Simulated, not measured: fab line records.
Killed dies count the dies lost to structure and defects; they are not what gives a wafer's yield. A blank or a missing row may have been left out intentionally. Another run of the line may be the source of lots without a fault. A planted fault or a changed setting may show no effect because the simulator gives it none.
2 desks, one fault ; flow nand-harc ; numbers are kept per desk, each desk with only its own; the story behind them comes last

FROM THE METROLOGY DESK
Lot by lot, what the gauges showed, no matter which tool ran the lot: averages of those sampled wafers that carry a number. If a lot's mean is further than 4 standard deviations from the usual mean, the lot is out of limits and carries the mark OUT (the distance appears in the brackets).
Columns: A = overlay-x-nm at NHARC_HYBRID_BOND_OVL_MEAS_05, usual 0 nm; B = overlay-y-nm at NHARC_HYBRID_BOND_OVL_MEAS_05, usual 1 nm
lot;first seen here;A;B
L293;day 18 14:53;41;-6
L294;day 18 14:53;10;-38
L296;day 18 14:54;-12;38
L295;day 18 23:32;20;-7
L297;day 19 15:22;-16;1
L298;day 20 03:28;-12;2
L300;day 20 20:47;-18;-4
L299;day 20 20:48;-18;33
L302;day 20 20:48;-19;-4
L309;day 22 06:31;-8;23
L311;day 23 09:49;-38;5
L315;day 24 15:12;5;0
This desk's finding: nothing out of limits on any of the 12 lots.

FOR THE TOOL OWNER'S DESK: pvd-sputter-03
The tool's own readings at NHARC_P_BONDPAD_PVD_17 (deposits TaN, target thk 5 nm, time 8.06 s): means of the sampled wafers that have a number, for each lot that ran on this tool. If a lot's mean is further than 4 standard deviations from the usual mean, the lot is out of limits and carries the mark OUT (the distance appears in the brackets).
Columns: A = throttle-valve-pct at NHARC_P_BONDPAD_PVD_17, usual 30.0 %
lot;first seen here;A
L294;day 6 19:52;30.1
L296;day 6 21:53;30.2
L297;day 7 19:37;30.6
L299;day 8 06:13;30.1
L300;day 8 10:58;30.4
L302;day 8 17:58;30.5
L309;day 10 12:35;30.7
This desk's finding: nothing out of limits on any of the 7 lots.

PUT TOGETHER
The metrology desk saw nothing out of limits.
Nothing out of limits was seen by the tool owner's desk.

WHAT THE SIMULATOR HAD INSERTED
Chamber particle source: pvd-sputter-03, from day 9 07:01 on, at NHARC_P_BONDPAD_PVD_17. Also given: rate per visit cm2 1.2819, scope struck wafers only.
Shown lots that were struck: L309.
